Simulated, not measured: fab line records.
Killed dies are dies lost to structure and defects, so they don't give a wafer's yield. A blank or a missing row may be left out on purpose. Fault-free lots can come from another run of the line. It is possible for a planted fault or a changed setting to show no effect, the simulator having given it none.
Matching of chambers    flow n5 finfet    N5_DUMMY_GATE_STRIP_40 on rie diel-06: 4 sister chambers
The step strips in CF4. 4 wafers are shown with their chamber, then 9 later ones without.

WAFERS PAIRED WITH THEIR CHAMBERS
wafer   chamber  showerhead plenum p Torr (Torr)
L089.4  3        1.82
L091.1  2        1.73
L091.3  1        1.84
L091.4  0        1.85

WAFERS WITHOUT THEIR CHAMBER
wafer   showerhead plenum p Torr (Torr)
L092.2  1.85
L092.3  1.73
L092.4  1.84
L093.3  1.84
L093.5  1.84
L093.6  1.73
L095.1  1.73
L095.4  1.83
L095.6  1.82

EACH ONE'S CHAMBER
wafer   from the rows above      in truth
L092.2  0                        0
L092.3  2                        2
L092.4  1                        1
L093.3  1                        1
L093.5  1                        1
L093.6  2                        2
L095.1  2                        2
L095.4  can't be placed: 1 or 3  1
L095.6  3                        3
8 of 9 placed correctly. From these rows, 1 cannot be placed; in 1 the true chamber is one of the candidates. 0 placed wrongly.
How it was worked out, from the rows above alone: a wafer's distance from a chamber is the root of the sum, over the readings, of the square of ((its reading less the chamber's mean) divided by the reading's scatter). If the next closest chamber is less than 2 further off than the closest, the wafer can't be placed; otherwise it belongs to the closest. Each chamber's mean is taken over the wafers shown for it. The scatter: with one shown wafer a chamber, the root of the mean of the squares of how far each hidden wafer lies from its nearest shown one.
